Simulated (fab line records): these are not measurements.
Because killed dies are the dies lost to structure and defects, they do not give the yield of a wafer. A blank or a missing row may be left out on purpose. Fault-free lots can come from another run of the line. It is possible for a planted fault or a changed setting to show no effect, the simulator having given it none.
Matching of chambers	flow nandHarc	NHARC_P_GATE_DESCUM_48 on rieDiel-03: 4 sister chambers
The step chemistry O2, time 3 s. 4 wafers are shown with their chamber, then 7 later ones without.

WAFERS PAIRED WITH THEIR CHAMBERS
wafer	chamber	oesProductAu (a.u.)
L089.2	3	0.981
L089.4	2	0.984
L092.1	1	0.976
L092.2	0	0.993

WAFERS WITH NO CHAMBER GIVEN
wafer	oesProductAu (a.u.)
L092.5	0.974
L094.2	0.985
L094.4	1.004
L094.6	0.985
L096.1	0.996
L096.4	0.988
L096.5	1.011

WHICH CHAMBER EACH WENT THROUGH
wafer	from the rows above	in truth
L092.5	can't be placed: 1 or 3 or 2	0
L094.2	can't be placed: 2 or 3 or 0 or 1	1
L094.4	can't be placed: 0 or 2 or 3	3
L094.6	can't be placed: 2 or 3 or 0 or 1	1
L096.1	can't be placed: 0 or 2 or 3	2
L096.4	can't be placed: 2 or 0 or 3 or 1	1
L096.5	can't be placed: 0 or 2 or 3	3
Placed correctly: 0 of 7. Cannot be placed on the basis of these rows: 7; the candidates contain the true chamber in 6. Wrongly placed: 0.
How it was worked out, from the rows above alone: a wafer's distance from a chamber is the root of the sum, over the readings, of the square of ((its reading less the chamber's mean) divided by the reading's scatter). If the next closest chamber is less than 2 further off than the closest, the wafer can't be placed; otherwise it belongs to the closest. The mean given for a chamber averages the wafers shown for that chamber. The scatter: with one shown wafer a chamber, the root of the mean of the squares of how far each hidden wafer lies from its nearest shown one.
